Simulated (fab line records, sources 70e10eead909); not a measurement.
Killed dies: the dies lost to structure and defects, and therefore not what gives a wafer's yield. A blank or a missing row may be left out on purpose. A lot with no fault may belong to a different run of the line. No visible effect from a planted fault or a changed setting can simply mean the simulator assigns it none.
Chamber matching || flow nandHarc || NHARC_A_CHANNEL_FILL_D1_ALD_02 on aldHk-03 has 4 sister chambers
The step deposits SiO2, target thk 6 nm, pulse time 10 s, ald cycles 60. 8 wafers are shown with their chamber, then 9 later ones without.

WAFERS PAIRED WITH THEIR CHAMBERS
{"wafer": "L076.4", "chamber": 0, "heaterPowerW (W)": 426, "precursorPulseHeightRel": 1.007}
{"wafer": "L083.3", "chamber": 0, "heaterPowerW (W)": 438, "precursorPulseHeightRel": 0.961}
{"wafer": "L083.5", "chamber": 2, "heaterPowerW (W)": 498, "precursorPulseHeightRel": 0.992}
{"wafer": "L089.4", "chamber": 3, "heaterPowerW (W)": 495, "precursorPulseHeightRel": 1.013}
{"wafer": "L089.5", "chamber": 1, "heaterPowerW (W)": 470, "precursorPulseHeightRel": 0.955}
{"wafer": "L091.1", "chamber": 1, "heaterPowerW (W)": 463, "precursorPulseHeightRel": 1.014}
{"wafer": "L091.3", "chamber": 2, "heaterPowerW (W)": 488, "precursorPulseHeightRel": 1.006}
{"wafer": "L091.6", "chamber": 3, "heaterPowerW (W)": 490, "precursorPulseHeightRel": 1.027}

WAFERS WITHOUT THEIR CHAMBER
{"wafer": "L092.1", "heaterPowerW (W)": 436, "precursorPulseHeightRel": 0.991}
{"wafer": "L092.2", "heaterPowerW (W)": 437, "precursorPulseHeightRel": 0.983}
{"wafer": "L092.6", "heaterPowerW (W)": 448, "precursorPulseHeightRel": 1.037}
{"wafer": "L095.4", "heaterPowerW (W)": 481, "precursorPulseHeightRel": 1.030}
{"wafer": "L095.5", "heaterPowerW (W)": 490, "precursorPulseHeightRel": 1.018}
{"wafer": "L095.6", "heaterPowerW (W)": 497, "precursorPulseHeightRel": 1.014}
{"wafer": "L096.1", "heaterPowerW (W)": 484, "precursorPulseHeightRel": 0.999}
{"wafer": "L096.2", "heaterPowerW (W)": 441, "precursorPulseHeightRel": 1.005}
{"wafer": "L096.5", "heaterPowerW (W)": 457, "precursorPulseHeightRel": 0.998}

WHICH CHAMBER EACH WENT THROUGH
{"wafer": "L092.1", "from the rows above": 0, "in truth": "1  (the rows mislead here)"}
{"wafer": "L092.2", "from the rows above": 0, "in truth": 0}
{"wafer": "L092.6", "from the rows above": "can't be placed: 0 or 1", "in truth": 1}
{"wafer": "L095.4", "from the rows above": "can't be placed: 3 or 2 or 1", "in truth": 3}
{"wafer": "L095.5", "from the rows above": "can't be placed: 3 or 2", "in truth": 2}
{"wafer": "L095.6", "from the rows above": "can't be placed: 3 or 2", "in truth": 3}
{"wafer": "L096.1", "from the rows above": "can't be placed: 2 or 3 or 1", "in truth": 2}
{"wafer": "L096.2", "from the rows above": 0, "in truth": 0}
{"wafer": "L096.5", "from the rows above": 1, "in truth": 1}
Correct placement for 3 of the 9. Unplaceable from these rows: 5, with the true chamber sitting among the candidates in 5. 1 placed wrongly.
How it was worked out, from the rows above alone: a wafer's distance from a chamber is the root of the sum, over the readings, of the square of ((its reading less the chamber's mean) divided by the reading's scatter). The wafer belongs to the nearest chamber; if the next one is less than 2 further off, it can't be placed. A chamber's mean is the mean of its shown wafers. The scatter is the square root of a quotient: the sum, over the shown wafers, of each reading's squared deviation from its chamber's mean, divided by wafers minus chambers.
